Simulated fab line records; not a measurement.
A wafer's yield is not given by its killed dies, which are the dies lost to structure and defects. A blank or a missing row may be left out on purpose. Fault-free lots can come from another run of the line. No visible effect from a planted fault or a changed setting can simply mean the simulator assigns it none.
fab line records ; flow n5_finfet
[record] lots = 6; wafers = 18; last_day = 19
route steps=1938 shown HKMG_FIN@434 GATE_CUT@465 PASSIVATION@1936
lots that met no fault: taken from a fault-free run of the same line
start_h: start of the lot's first displayed wafer, in hours after the record's first day ; wait_h: hours elapsed since this lot's preceding step ; " the same as in the row above ; L1.1+2: a single row standing in for several wafers ; - no value, or no start given ; * or withheld: withheld ; < > ~ a bound
route shown NAME@n: a module of which the file shows steps, and the number in the route of the first ; usual: mean/standard deviation of fault-free wafers ; same: alike in all rows ; chamber/n: place in a boat ; sites: each site's reading ; _std_site: the standard deviation of these ; _edge_site: outer sites' mean less inner sites' ; radius_mm: how far each site lies from the wafer's centre ; mask NAME#n: copy n ; behind: tool/chamber where the wafer was last shaped ; hold: the reason the lot was held/the length of the hold in hours/how it ended ; device: the transistor (n, p or np) that didn't switch ; end of line: the same wafers' tests at the end of the route ; a step with no rows: only its recipe ; killed: not the wafer's yield, but the dies lost to structure and defects at the first sort ; map: shows each die of a wafer: x if killed, . if not, _ if none is there
set.NAME: the setting that was run; set.NAME@STEP: the one run at that earlier step ; model.NAME: the simulator's own value behind a step, which no gauge read
certain route steps with their lots: each step a table, each wafer a row
services: the hour from which a tool's chamber was out of use, counted from the record's first day as start_h (under 0 if before that day), plus the number of hours and why
[[steps]]
[step N5_HKMG_FIN_ETCH_31]
[recipe] chemistry = CF4; target = SiARC; target_depth_a = 455; mask_material = CAR-ArF; time_s = 75.8; ion_energy_ev = 80; pressure_mtorr = 40; source_w = 545; bias_w = 36; Ar_flow_sccm = 100; cf4_flow_sccm = 100; ends = cleared
[step N5_HKMG_FIN_ETCH_32]
[recipe] chemistry = N2/H2; target = SOC; target_depth_a = 2400; temp_c = 40; time_s = 300; ion_energy_ev = 200; mask_material = SiARC; pressure_mtorr = 30; source_w = 840; bias_w = 150; n2_flow_sccm = 200; h2_flow_sccm = 200
[step N5_HKMG_FIN_STRIP_33]
[recipe] chemistry = N2/H2; temp_c = 40; n2_flow_sccm = 200; h2_flow_sccm = 200; rf_frequency_hz = 6e+07
[step N5_HKMG_FIN_STRIP_34]
[recipe] chemistry = CF4; resist = SiARC; power_w = 300; bias_power_w = 75; pressure_mtorr = 50; cf4_flow_sccm = 150; rf_frequency_hz = 6e+07
[step N5_HKMG_FIN_ETCH_35]
[recipe] chemistry = N2/H2; target = SOC; target_depth_a = 2158; ion_energy_ev = 65; bias_w = 5; source_w = 3000; time_s = 243.4; pressure_mtorr = 30; n2_flow_sccm = 200; h2_flow_sccm = 200
[step N5_HKMG_FIN_STRIP_92]
[recipe] chemistry = N2/H2; material = SOC; time_s = 20; power_w = 500; temp_c = 40; pressure_mtorr = 50; rf_frequency_hz = 6e+07; bias_power_w = 8; h2_frac = 0.5; n2_flow_sccm = 300; h2_flow_sccm = 300
[usual] drypump_motor_current_A = 5.8/0.5; oes_product_au = 0.74/0.069; rf_vpp_V = 54.2/0.91; showerhead_plenum_p_Torr = 3.36/0.13; throttle_valve_pct = 19.1/0.54
lot.wafer;tool;chamber;start_h;wait_h;drypump_motor_current_A;oes_product_au;rf_hours_counter_h;rf_vpp_V;showerhead_plenum_p_Torr;throttle_valve_pct
L570.1;rie_diel-03;3;76.00;0.1;6.1;0.70;192;53.2;3.20;18.6
L570.5;rie_diel-03;0;76.00;0.1;4.9;0.69;-;54.4;3.33;18.8
L570.6;rie_diel-03;3;76.00;0.1;6.1;0.71;-;54.1;3.20;18.6
L573.1;rie_diel-03;2;99.30;0.1;5.7;0.75;146;54.2;3.22;19.0
L573.2;rie_diel-03;1;99.30;0.1;5.9;0.82;124;55.1;3.51;20.1
L573.6;rie_diel-03;3;99.30;0.1;6.1;0.70;-;53.0;3.19;18.6
L575.1;rie_diel-03;2;107.46;0.1;5.6;0.75;151;55.3;3.22;19.0
L575.2;rie_diel-03;3;107.46;0.1;6.1;0.69;206;53.6;3.19;18.6
L575.5;rie_diel-03;1;107.46;0.1;5.9;0.81;-;56.0;3.51;20.1
L582.1;rie_diel-06;2;148.74;0.1;6.2;0.68;209;56.0;3.47;19.6
L582.5;rie_diel-06;3;148.74;0.1;6.8;0.70;-;53.3;3.46;19.2
L582.6;rie_diel-06;0;148.74;0.1;5.9;0.74;-;55.0;3.48;19.4
L584.1;rie_diel-06;1;160.87;0.1;5.2;0.72;191;54.2;3.46;18.7
L584.2;rie_diel-06;2;160.87;0.1;6.2;0.69;214;53.8;3.47;19.6
L584.4;rie_diel-06;0;160.87;0.1;5.9;0.73;181;55.4;3.48;19.4
L592.3;rie_diel-02;0;206.87;0.1;6.1;0.93;24;53.6;3.57;18.2
L592.5;rie_diel-02;0;206.87;0.1;6.2;0.93;-;54.6;3.57;18.1
L592.6;rie_diel-02;3;206.87;0.1;6.4;0.73;-;52.9;3.22;18.8
[step N5_HKMG_FIN_WET_ETCH_18]
[recipe] chemistry = SC1; target = TiN; mix = 1:1:5; temp_c = *; time_s = 55; target_depth_nm = 5.2; dry = ipa_marangoni; rinse_time_s = 30; rinse_temp_c = 23
[step N5_HKMG_FIN_STRIP_19]
[recipe] chemistry = N2/H2; power_w = 2500; temp_c = 300; h2_frac = 0.65; time_s = 360; pressure_mtorr = withheld; n2_flow_sccm = 1750; h2_flow_sccm = 3250
[step N5_HKMG_FIN_ALD_91]
[recipe] material = TiN; target_thk_a = 10; temp_c = 400; ald_precursor_family = TiCl4; ald_co_reactant = NH3; pulse_time_s = 1; purge_time_s = 3; co_reactant_purge_time_s = 2; co_reactant_pulse_time_s = 2; ald_cycles = 47; pressure_torr = 3
[step N5_HKMG_FIN_COAT_85]
[recipe] resist = SOC; temp_c = 250; time_s = 60; spin_rpm = 1500; resist_thk_nm = 300
[step N5_HKMG_FIN_ETCH_86]
[recipe] chemistry = N2/H2; target = SOC; target_depth_a = 3932; stop_on = TiN; ion_energy_ev = 100; bias_w = 61; pressure_mtorr = 30; source_w = 850; n2_flow_sccm = 200; h2_flow_sccm = 200
[usual] drypump_motor_current_A = 5.8/0.47; oes_product_au = 0.73/0.061; rf_vpp_V = 240.6/1.5; showerhead_plenum_p_Torr = 2.53/0.1; throttle_valve_pct = 17.9/0.31
lot.wafer;tool;chamber;start_h;wait_h;drypump_motor_current_A;oes_product_au;rf_hours_counter_h;rf_vpp_V;showerhead_plenum_p_Torr;throttle_valve_pct
L570.1;rie_diel-03;0;76.87;-;4.9;0.69;219;241.1;2.52;17.7
L570.5;rie_diel-03;2;76.87;-;5.6;0.75;-;238.1;2.44;17.7
L570.6;rie_diel-03;1;76.87;-;5.9;0.80;-;241.9;2.67;18.3
L573.1;rie_diel-03;3;100.46;-;6.1;0.70;203;238.6;2.41;17.7
L573.2;rie_diel-03;1;100.46;-;6.0;0.80;125;242.9;2.66;18.3
L573.6;rie_diel-03;2;100.46;-;5.6;0.75;-;239.0;2.43;17.7
L575.1;rie_diel-06;1;108.33;-;5.2;0.71;172;241.6;2.63;17.7
L575.2;rie_diel-06;2;108.33;-;6.2;0.70;196;242.3;2.64;18.0
L575.5;rie_diel-06;1;108.33;-;5.2;0.71;-;241.1;2.63;17.7
L582.1;rie_diel-03;2;149.61;-;5.6;0.73;165;239.1;2.43;17.8
L582.5;rie_diel-03;1;149.61;-;6.0;0.78;-;242.4;2.66;18.4
L582.6;rie_diel-03;2;149.61;-;5.6;0.74;-;238.6;2.43;17.8
L584.1;rie_diel-06;0;161.80;-;5.9;0.74;182;242.5;2.64;18.0
L584.2;rie_diel-06;1;161.80;-;5.2;0.69;191;241.4;2.63;17.7
L584.4;rie_diel-06;3;161.80;-;6.8;0.70;215;242.5;2.62;17.9
L592.3;rie_diel-06;1;207.79;-;5.2;0.68;205;241.9;2.62;17.8
L592.5;rie_diel-06;0;207.79;-;5.9;0.72;-;241.2;2.63;18.0
L592.6;rie_diel-06;1;207.79;-;5.2;0.68;-;242.0;2.62;17.7
[step N5_HKMG_FIN_STRIP_89]
[recipe] chemistry = N2/H2; material = SOC; time_s = 20; power_w = 500; temp_c = 40; pressure_mtorr = 50; rf_frequency_hz = 6e+07; bias_power_w = 8; h2_frac = 0.5; n2_flow_sccm = 300; h2_flow_sccm = 300
[step N5_HKMG_FIN_WET_ETCH_87]
[recipe] chemistry = SC1; target = TiN; mix = 1:2:40; temp_c = 50; time_s = 154.2; target_depth_nm = 4.7; dry = ipa_marangoni; rinse_time_s = 30; rinse_temp_c = 23
lot.wafer;tool;chamber;start_h;wait_h
L570.1+5+6;wet_bench-05;4,5,0;77.03;0.1
L573.1+2+6;wet_bench-04;0,2,1;100.62;0.1
L575.1+2+5;wet_bench-05;7,0,6;108.49;0.1
L582.1+5+6;wet_bench-04;1,7,0;149.77;0.1
L584.1+2+4;wet_bench-04;0,3,6;161.96;0.1
L592.3+5+6;wet_bench-01;4,6,3;207.95;0.1
[step N5_HKMG_FIN_STRIP_88]
[recipe] chemistry = N2/H2; power_w = 2500; temp_c = 300; h2_frac = 0.65; time_s = 360; pressure_mtorr = withheld; n2_flow_sccm = 1750; h2_flow_sccm = 3250
[step N5_HKMG_FIN_NWFM_ALD_20]
[recipe] material = TiAlC; target_thk_a = 20; temp_c = 300; ald_precursor_family = TiCl4; ald_co_reactant = TEA; pulse_time_s = 3; purge_time_s = 2; co_reactant_purge_time_s = 2; co_reactant_pulse_time_s = 10; ald_cycles = 7; pressure_torr = 3
[step N5_HKMG_FIN_ALD_71]
[recipe] material = TiN; target_thk_a = 10; temp_c = 400; ald_precursor_family = TiCl4; ald_co_reactant = NH3; pulse_time_s = 1; purge_time_s = 3; co_reactant_purge_time_s = 2; co_reactant_pulse_time_s = 2; ald_cycles = 47; pressure_torr = 3
[usual] heater_power_outer_w = 530/56; heater_power_w = 869/91; precursor_pulse_height_rel = 1.001/0.019
[same] pulse_time_s = 1
lot.wafer;tool;chamber;start_h;wait_h;heater_power_outer_w;heater_power_w;precursor_pulse_height_rel
L570.1;ald_metal-04;0;77.61;0.0;617;977;0.991
L570.5;ald_metal-04;3;77.61;0.0;552;882;0.976
L570.6;ald_metal-04;2;77.61;0.0;468;793;1.007
L573.1;ald_metal-02;3;101.39;0.0;549;933;1.014
L573.2;ald_metal-02;1;101.39;0.0;516;807;1.009
L573.6;ald_metal-02;1;101.39;0.0;493;804;1.015
L575.1;ald_metal-01;2;109.13;0.0;442;758;1.024
L575.2;ald_metal-01;1;109.13;0.0;474;754;0.992
L575.5;ald_metal-01;0;109.13;0.0;542;850;0.998
L582.1;ald_metal-01;1;150.34;0.0;473;760;1.003
L582.5;ald_metal-01;3;150.34;0.0;598;976;0.988
L582.6;ald_metal-01;2;150.34;0.0;432;779;1.006
L584.1;ald_metal-02;3;162.53;0.0;566;880;1.019
L584.2;ald_metal-02;1;162.53;0.0;507;808;0.993
L584.4;ald_metal-02;2;162.53;0.0;545;840;1.013
L592.3;ald_metal-01;1;208.52;0.0;468;787;1.001
L592.5;ald_metal-01;1;208.52;0.0;479;756;0.984
L592.6;ald_metal-01;0;208.52;0.0;539;851;1.043
[step N5_HKMG_FIN_COAT_66]
[recipe] resist = SOC; temp_c = 250; time_s = 60; spin_rpm = 1500; resist_thk_nm = 300
[step N5_HKMG_FIN_ETCH_67]
[recipe] chemistry = N2/H2; target = SOC; target_depth_a = 3889; stop_on = TiN; ion_energy_ev = 100; bias_w = 61; pressure_mtorr = 30; source_w = 850; n2_flow_sccm = 200; h2_flow_sccm = 200
[step N5_HKMG_FIN_STRIP_90]
[recipe] chemistry = N2/H2; material = SOC; time_s = 20; power_w = 500; temp_c = 40; pressure_mtorr = 50; rf_frequency_hz = 6e+07; bias_power_w = 8; h2_frac = 0.5; n2_flow_sccm = 300; h2_flow_sccm = 300
[usual] drypump_motor_current_A = 5.8/0.52; oes_product_au = 0.74/0.073; rf_vpp_V = 54.3/0.88; showerhead_plenum_p_Torr = 3.36/0.12; throttle_valve_pct = 19.1/0.5
lot.wafer;tool;chamber;start_h;wait_h;drypump_motor_current_A;oes_product_au;rf_hours_counter_h;rf_vpp_V;showerhead_plenum_p_Torr;throttle_valve_pct
L570.1;rie_diel-06;0;78.01;0.0;5.9;0.76;156;54.2;3.49;19.3
L570.5;rie_diel-06;2;78.01;0.0;6.2;0.70;-;55.3;3.49;19.6
L570.6;rie_diel-06;3;78.01;0.0;6.8;0.72;-;56.3;3.48;19.2
L573.1;rie_diel-06;2;101.80;0.0;6.2;0.69;194;54.9;3.48;19.6
L573.2;rie_diel-06;0;101.80;0.0;5.9;0.75;161;55.1;3.49;19.4
L573.6;rie_diel-06;2;101.80;0.0;6.2;0.69;-;55.0;3.48;19.6
L575.1;rie_diel-02;0;109.53;0.0;6.1;0.69;248;54.1;3.17;18.5
L575.2;rie_diel-02;3;109.53;0.0;6.3;0.75;153;54.6;3.24;18.7
L575.5;rie_diel-02;3;109.53;0.0;6.4;0.75;-;54.3;3.24;18.7
L582.1;rie_diel-06;1;150.74;0.0;5.2;0.72;187;54.6;3.47;18.7
L582.5;rie_diel-06;1;150.74;0.0;5.2;0.72;-;54.9;3.47;18.7
L582.6;rie_diel-06;0;150.74;0.0;5.9;0.73;-;54.2;3.48;19.4
L584.1;rie_diel-02;3;163.06;0.0;6.3;0.74;174;54.6;3.22;18.8
L584.2;rie_diel-02;0;163.06;0.0;6.1;0.98;9;54.6;3.57;18.1
L584.4;rie_diel-02;1;163.06;0.0;5.5;0.73;205;54.4;3.34;19.5
L592.3;rie_diel-03;3;208.94;0.0;6.1;0.67;241;53.7;3.17;18.6
L592.5;rie_diel-03;2;208.94;0.0;5.7;0.72;-;54.3;3.20;19.0
L592.6;rie_diel-03;1;208.94;0.0;5.9;0.79;-;53.5;3.49;20.2
[step N5_HKMG_FIN_WET_ETCH_73]
[recipe] chemistry = SC1; mix = 1:2:40; temp_c = 50; time_s = 42.3; target_depth_nm = 1.3; dry = ipa_marangoni; rinse_time_s = 30; rinse_temp_c = 23
[step N5_HKMG_FIN_ETCHBACK_68]
[recipe] chemistry = Cl2/Ar; stop_on = HfO2; target_depth_a = 5; pressure_mtorr = 10; icp_w = 600; bias_w = 60; Cl2_flow_sccm = 40; Ar_flow_sccm = 60
[step N5_HKMG_FIN_STRIP_69]
[recipe] chemistry = N2/H2; power_w = 2500; temp_c = 300; h2_frac = 0.65; time_s = 360; pressure_mtorr = withheld; n2_flow_sccm = 1750; h2_flow_sccm = 3250
[step N5_HKMG_FIN_ALD_21]
[recipe] material = TiN; target_thk_a = 15; temp_c = 400; ald_precursor_family = TiCl4; ald_co_reactant = NH3; pulse_time_s = 1; purge_time_s = 3; co_reactant_purge_time_s = 2; co_reactant_pulse_time_s = 2; ald_cycles = 68; pressure_torr = 3
[step N5_HKMG_FIN_ALD_72]
[recipe] material = W; target_thk_a = 20; temp_c = 300; pressure_torr = 7.5; ald_precursor_family = WF6; ald_co_reactant = B2H6; pulse_time_s = 1; purge_time_s = 2; co_reactant_purge_time_s = 2; co_reactant_pulse_time_s = 3; ald_cycles = 7
[step N5_HKMG_FIN_W_FILL_22]
[recipe] material = W; target_thk_a = 600; temp_c = 400; pressure_torr = 39.4; time_s = 18.2
[usual] heater_power_outer_w = 513/88; heater_power_w = 871/97; throttle_valve_pct = 19.9/0.64
lot.wafer;tool;chamber;start_h;wait_h;heater_power_outer_w;heater_power_w;throttle_valve_pct
L570.1;cvd_w-02;0;79.19;0.0;466;798;19.8
L570.5;cvd_w-02;1;79.19;0.0;665;1025;19.5
L570.6;cvd_w-02;0;79.19;0.0;455;804;20.0
L573.1;cvd_w-02;1;102.91;0.0;656;1002;19.7
L573.2;cvd_w-02;0;102.91;0.0;454;796;20.0
L573.6;cvd_w-02;0;102.91;0.0;461;789;19.9
L575.1;cvd_w-02;1;110.66;0.0;665;1015;19.5
L575.2;cvd_w-02;0;110.66;0.0;461;791;20.4
L575.5;cvd_w-02;1;110.66;0.0;652;1030;19.7
L582.1;cvd_w-02;1;151.97;0.0;659;1007;19.8
L582.5;cvd_w-02;0;151.97;0.0;460;818;20.3
L582.6;cvd_w-02;1;151.97;0.0;653;1022;19.8
L584.1;cvd_w-02;1;164.16;0.0;653;1028;20.2
L584.2;cvd_w-02;0;164.16;0.0;469;843;20.4
L584.4;cvd_w-02;0;164.16;0.0;458;815;20.3
L592.3;cvd_w-02;0;210.06;0.0;473;837;20.6
L592.5;cvd_w-02;0;210.06;0.0;469;791;20.6
L592.6;cvd_w-02;1;210.06;0.0;670;1000;20.0
[step N5_HKMG_FIN_PRECLEAN_83]
[recipe] chemistry = DIW; time_s = 57.5; temp_c = 23
[step N5_HKMG_FIN_SRD_84]
[recipe] dry_time_s = 32; dry = n2_spin; spin_rpm = 1500
[step N5_HKMG_FIN_CMP_23]
[recipe] stop_on = SiNx; t_overpolish_s = 10; post_cmp_clean = rinse_only; down_force_psi = 4; platen_rpm = 50.289; pad_velocity_m_s = 1.0006; target_thk_nm = 46.326
[step N5_HKMG_FIN_CMP_94]
[recipe] stop_on = SiNx; post_cmp_clean = w_dilute_nh4oh; t_overpolish_s = 4.7; down_force_psi = 4; platen_rpm = 50.289; pad_velocity_m_s = 1.0006; target_thk_nm = 43.299
[step N5_GATE_CUT_ETCHBACK_00]
[recipe] chemistry = SF6/Cl2; target = W; pressure_mtorr = 8; icp_w = 900; bias_w = 80; SF6_flow_sccm = 40; Cl2_flow_sccm = 60
[step N5_GATE_CUT_ETCH_56]
[recipe] chemistry = Cl2/Ar; target = TiN; target_depth_a = 216; pressure_mtorr = 10; icp_w = 600; bias_w = 60; Cl2_flow_sccm = 40; Ar_flow_sccm = 60
[step N5_GATE_CUT_ETCHBACK_30]
[recipe] chemistry = Cl2/Ar; target = TiN; target_depth_a = 30; mode = isotropic; pressure_mtorr = 10; icp_w = 600; bias_w = 60; Cl2_flow_sccm = 40; Ar_flow_sccm = 60
[step N5_GATE_CUT_VAPOR_ETCH_60]
[recipe] chemistry = BCl3/Cl2; target = HfO2; mode = isotropic
[step N5_GATE_CUT_ETCH_58]
[recipe] chemistry = CH3F/O2; target = SiNx; target_depth_a = 170; time_s = 128.6; ion_energy_ev = 50; pressure_mtorr = 30; source_w = 415; bias_w = 21; Ar_flow_sccm = 150; CH3F_flow_sccm = 30; O2_flow_sccm = 20
[step N5_GATE_CUT_STRIP_59]
[recipe] chemistry = N2/H2; time_s = 20; power_w = 100; temp_c = 40; pressure_mtorr = 100; rf_frequency_hz = 6e+07; bias_power_w = 3; n2_flow_sccm = 300; h2_flow_sccm = 300
[step N5_GATE_CUT_PRECLEAN_31]
[recipe] temp_c = 23; chemistry = DIW; time_s = 300
[step N5_GATE_CUT_SRD_32]
[recipe] time_s = 30; temp_c = 23; rinse_liquid = diw; dry = ipa_marangoni
[step N5_GATE_CUT_SAC_CAP_01]
[recipe] material = SiNx; target_thk_a = 240; temp_c = 400; ald_precursor_family = SiH2I2; ald_co_reactant = N2/H2-plasma; pulse_time_s = 1; ald_cycles = 480; purge_time_s = 2; co_reactant_purge_time_s = 2; pressure_torr = 2
[step N5_GATE_CUT_PECVD_57]
[recipe] material = SiNx; target_thk_a = 210; temp_c = 400; precursor = SiH4/NH3/N2; pressure_torr = 1.5; rf_w = 300
[step N5_GATE_CUT_CMP_02]
[recipe] stop_on = SiO2; t_overpolish_s = 12.7; post_cmp_clean = alkaline_brush; down_force_psi = 2.5; platen_rpm = 51.8; pad_velocity_m_s = 1.0307; target_thk_nm = 0
[step N5_PASSIVATION_PROBE_49]
[usual] defect_limited_yield = 91.4/1.2; killed_at_M0_to_M3 = 35/11; killed_at_M4_up = 14/6; killed_at_contacts = 12/6.7; killed_at_front_end = 37/9.7; killed_at_other = 3.5/2.5; killed_dies = 102/15; killed_open = 67/12; killed_short = 33/7.3; sort_bin_5_function = 5.1/0.81; sort_bin_6_memory = 3.2/0.65; sort_n_pass = 1078/15; sort_yield_pct = 91.4/1.2
[same] gross_dies = 1180; killed_at_back_side = 0; sort_bin_4_leakage[%] = 0; sort_bin_8_speed[%] = 0
lot.wafer;tool;chamber;start_h;wait_h;defect_limited_yield[%];killed_at_M0_to_M3;killed_at_M4_up;killed_at_contacts;killed_at_front_end;killed_at_other;killed_dies;killed_open;killed_short;sort_bin_5_function[%];sort_bin_6_memory[%];sort_n_pass;sort_yield_pct[%]
L582.1;prober-02;-;381.54;0.3;79.1;30;26;14;171;6;247;71;24;12.3;4.5;933;79.1
L582.5;prober-02;-;381.74;0.5;78.3;42;28;8;171;7;256;83;22;13.3;4.9;924;78.3
L582.6;prober-02;-;381.79;0.5;87.4;33;19;5;91;1;149;65;27;7.9;2.5;1031;87.4
L584.1;prober-02;-;408.37;0.0;86.4;36;10;22;92;0;160;70;23;8.5;3.2;1020;86.4
L584.2;prober-02;-;408.42;0.1;79.2;32;11;13;189;1;246;75;24;13.2;4.6;934;79.2
L584.4;prober-02;-;408.52;0.2;79.7;38;5;15;178;4;240;54;32;12.7;4.1;940;79.7
// killed by level:class
L582.1 HKMG_FIN:unspecified=151 BEOL_M3:geometric_particle:open=13 MOL_CONTACT_COAG:geometric_particle:open=12 BEOL_M4:geometric_particle:open=11 STI_FIN_REVEAL:geometric_particle:open=9 BEOL_M0_SAQP:geometric_particle:short=5 BEOL_M0_SAQP:geometric_particle:open=4 BEOL_M1:geometric_particle:open=4
L582.5 HKMG_FIN:unspecified=150 BEOL_M1:geometric_particle:open=14 BEOL_M4:geometric_particle:open=14 BEOL_M2:geometric_particle:open=8 MOL_CONTACT_COAG:geometric_particle:open=7 FIN_SAQP:geometric_particle:open=6 STI_FIN_REVEAL:geometric_particle:open=6 BEOL_M0_SAQP:geometric_particle:open=6
L582.6 HKMG_FIN:unspecified=56 BEOL_M3:geometric_particle:open=12 BEOL_M4:geometric_particle:open=9 STI_FIN_REVEAL:geometric_particle:open=8 BEOL_M1:geometric_particle:open=6 GATE_CUT:geometric_particle:short=5 BEOL_M2:geometric_particle:open=5 MOL_CONTACT_COAG:geometric_particle:open=4
L584.1 HKMG_FIN:unspecified=65 MOL_CONTACT_COAG:geometric_particle:open=18 FIN_SAQP:geometric_particle:open=10 BEOL_M0_SAQP:geometric_particle:short=8 BEOL_M2:geometric_particle:open=8 BEOL_M1:geometric_particle:open=5 BEOL_M3:geometric_particle:open=5 MOL_CONTACT_COAG:geometric_particle:short=4
L584.2 HKMG_FIN:unspecified=147 FIN_SAQP:geometric_particle:open=24 BEOL_M1:geometric_particle:open=17 MOL_CONTACT_COAG:geometric_particle:open=10 FIN_SAQP:geometric_particle:short=8 BEOL_M3:geometric_particle:open=6 BEOL_M2:geometric_particle:open=4 MOL_CONTACT_COAG:geometric_particle:short=3
L584.4 HKMG_FIN:unspecified=153 BEOL_M0_SAQP:geometric_particle:short=12 FIN_SAQP:geometric_particle:open=10 MOL_CONTACT_COAG:geometric_particle:open=9 BEOL_M2:geometric_particle:open=9 BEOL_M1:geometric_particle:open=7 MOL_CONTACT_COAG:geometric_particle:short=6 BEOL_M0_SAQP:geometric_particle:open=3
// map L582.5 (x killed, . not)
_________________x...........________________
______________......x.........x._____________
___________..x..x............x.....__________
__________..................x......._________
________.x....x.....x............x...._______
_______....x..........x.....x...x......______
______......................x.xxxx.x...._____
_____.......................xx..xxx.x....____
____............x.......x.xxxxxxxxxx..x...___
___........x...........x.xxxxxxxxxxxx.xx...__
___...........x........x.xxxxxxxxxxxxx.....__
__.........x..........x.xxxxxxxxxxxxxxxx...._
__x........x.x.........xx.xxxxxxxxxxxxxx...._
_..........x.........xxxxxxxxxxxxxxxxxx......
_.....................x.xxxxxxxxxxxxx.x...x..
_.....................xxxxxxxxxxxxxxx.x......
_x.........................xxxxxxxxxxx...xxx.
_.....xxx...x...x.x....x..x.xxxxxxxxx........
_x...x...................x..xx..x............
_............x............xx..xx....x..x.....
_..........x.x..x........x....x.x.xx.........
__..................x..........x.......x...._
__......x.........x......x..x.x.........x..._
___.........xx...xx............x...........__
___.x.........................xx..x........__
____...x.............x.x.....x.x...x......___
_____...........x..x.....................____
______.................x................_____
_______.....xx.....x.x............x....______
________x..xx.................x......._______
__________x............x..x........._________
___________...x....................__________
______________.x.x...x.........x_____________
_________________............________________
// map L584.2 (x killed, . not)
_________________......x.....________________
______________xx................_____________
___________........................__________
__________...............x.........._________
________.............x.....x........x._______
_______.x..x...............x...........______
______x................x.........x.....x_____
_____x...x..........x......x.....x.......____
____........x..x..........................___
___.........x.x......x.xx..............x...__
___....................x.............x.....__
__.......x.x..x.xx.....................x...._
__.......xx..xx.xx..x......................._
_....x..x.xxxxxx.xx.x............x...x.......
_...x...xxxxxxxxxxx.....................x..xx
_x.....x.xxxxxxxxxxxx.x.....................x
_....xxxxxxxxxxxxxx.xx.......x.x.............
_..x...xxxxxxxxxxxxxxxxx...............x.....
_..x...xxxxxxxxxxxxxx..x.............x.......
_....x.xxxxxxxxxxxxx.x................xx..x..
_.....x.xxxxxxxxxx.x.x..x...............x....
__x...xx.xxxxxxxxxxxx...................x..._
__...x..xx.xxxxxxx..x...........x..........._
___...xx.x.xxx..xx.........x....x..x.....x.__
___.x.........x.................x..........__
____x..............x......x....x..........___
_____.......x...x.x....x............x....____
______......x...x................x....x._____
_______...x....x.....x...........x....x______
________.x..x..........x.........xx..._______
__________...x......................_________
___________.................x......__________
______________x......x.........._____________
_________________.....x....xx________________
[[services]]
tool;chamber;start_h;hours;kind
rie_diel-02;-;56.46;2.8;pm
rie_diel-03;2;77.09;4.3;repair
rie_diel-06;-;79.36;2.8;pm
ald_metal-01;2;109.38;21.7;repair
rie_diel-02;0;115.19;-;clean
rie_diel-02;0;115.19;-;consumable_replace:focus_ring
rie_diel-02;0;115.19;-;consumable_replace:showerhead
rie_diel-02;0;115.19;21.1;scheduled_down
rie_diel-02;0;115.19;21.1;vent_cycle
rie_diel-06;0;119.41;1.3;repair
ald_metal-02;0;120.58;4.2;repair
wet_bench-05;-;126.25;1.9;repair
rie_diel-03;2;127.70;2.8;repair
cvd_w-02;1;134.20;16.0;repair
ald_metal-01;-;139.11;0.6;repair
rie_diel-03;0;163.82;-;clean
rie_diel-03;0;163.82;-;consumable_replace:focus_ring
rie_diel-03;0;163.82;23.9;scheduled_down
rie_diel-03;0;163.82;23.9;vent_cycle
rie_diel-02;2;187.41;4.7;repair
rie_diel-06;2;204.99;5.7;repair
rie_diel-02;0;209.63;4.7;repair
[[key]]
[first_sign] step = N5_PASSIVATION_PROBE_49; reading = killed_at_front_end; direction = up; sigmas = 12; usual = 37; struck = 149
[effect] step = N5_PASSIVATION_PROBE_49; reading = killed_dies; direction = up; sigmas = 7.8; usual = 102; struck = 216
[more_kills_born_at] N5_HKMG_FIN_WET_ETCH_87@wet_bench-04 = 722
met_at N5_HKMG_FIN_WET_ETCH_87
struck_wafers L582.1,L582.5,L582.6,L584.1,L584.2,L584.4
onset_between 100.62 149.77
also_fits N5_HKMG_FIN_STRIP_92:rie_diel-06
[fault] kind = chamber_particle_source; tool = wet_bench-04; chamber = -; onset_h = 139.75; steps = N5_HKMG_FIN_WET_ETCH_87; rate_per_visit_cm2 = 1.6491; end_h = 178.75
